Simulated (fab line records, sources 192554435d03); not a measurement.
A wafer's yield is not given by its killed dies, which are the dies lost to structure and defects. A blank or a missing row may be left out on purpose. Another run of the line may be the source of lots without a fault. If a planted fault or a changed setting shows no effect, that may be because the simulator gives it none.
Chamber matching :: flow n5 finfet :: N5_FIN_SAQP_ALD_61 on ald sin-01 has 4 sister chambers
The step deposits SiO2, target thk 4 nm, pulse time 1 s, purge time 2 s. 8 wafers are shown with their chamber, then 9 later ones without.

WAFERS PAIRED WITH THEIR CHAMBERS
wafer: L077.2
chamber: 2
heater power w (W): 549
precursor pulse height rel: 0.986

wafer: L081.2
chamber: 0
heater power w (W): 460
precursor pulse height rel: 0.983

wafer: L081.3
chamber: 3
heater power w (W): 526
precursor pulse height rel: 1.017

wafer: L084.2
chamber: 2
heater power w (W): 558
precursor pulse height rel: 1.003

wafer: L084.3
chamber: 3
heater power w (W): 526
precursor pulse height rel: 1.017

wafer: L087.1
chamber: 1
heater power w (W): 394
precursor pulse height rel: 1.034

wafer: L087.2
chamber: 0
heater power w (W): 434
precursor pulse height rel: 1.048

wafer: L087.5
chamber: 1
heater power w (W): 394
precursor pulse height rel: 0.990

WAFERS WITH NO CHAMBER GIVEN
wafer: L088.1
heater power w (W): 513
precursor pulse height rel: 0.996

wafer: L088.5
heater power w (W): 429
precursor pulse height rel: 0.983

wafer: L088.6
heater power w (W): 394
precursor pulse height rel: 0.958

wafer: L091.1
heater power w (W): 400
precursor pulse height rel: 1.006

wafer: L091.4
heater power w (W): 426
precursor pulse height rel: 0.984

wafer: L091.5
heater power w (W): 511
precursor pulse height rel: 1.013

wafer: L097.2
heater power w (W): 550
precursor pulse height rel: 1.019

wafer: L097.4
heater power w (W): 422
precursor pulse height rel: 0.998

wafer: L097.5
heater power w (W): 396
precursor pulse height rel: 0.983

THE CHAMBER EACH PASSED THROUGH
wafer: L088.1
from the rows above: 3
in truth: 3

wafer: L088.5
from the rows above: can't be placed: 0 or 1
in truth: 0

wafer: L088.6
from the rows above: 1
in truth: 1

wafer: L091.1
from the rows above: 1
in truth: 1

wafer: L091.4
from the rows above: can't be placed: 0 or 1
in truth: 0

wafer: L091.5
from the rows above: 3
in truth: 3

wafer: L097.2
from the rows above: can't be placed: 2 or 3
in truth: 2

wafer: L097.4
from the rows above: can't be placed: 0 or 1
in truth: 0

wafer: L097.5
from the rows above: 1
in truth: 1
5 of 9 placed correctly. Can't be placed from these rows: 4 (the true chamber is among the candidates in 4). Placed wrongly: 0.
How it was worked out, from the rows above alone: a wafer's distance from a chamber is the root of the sum, over the readings, of the square of ((its reading less the chamber's mean) divided by the reading's scatter). The wafer belongs to the nearest chamber; if the next one is less than 2 further off, it can't be placed. A chamber's mean is the mean of its shown wafers. How the scatter is found: for the shown wafers, subtract from each reading the mean of its chamber, square and add these, divide the total by (wafers less chambers), then take the root.
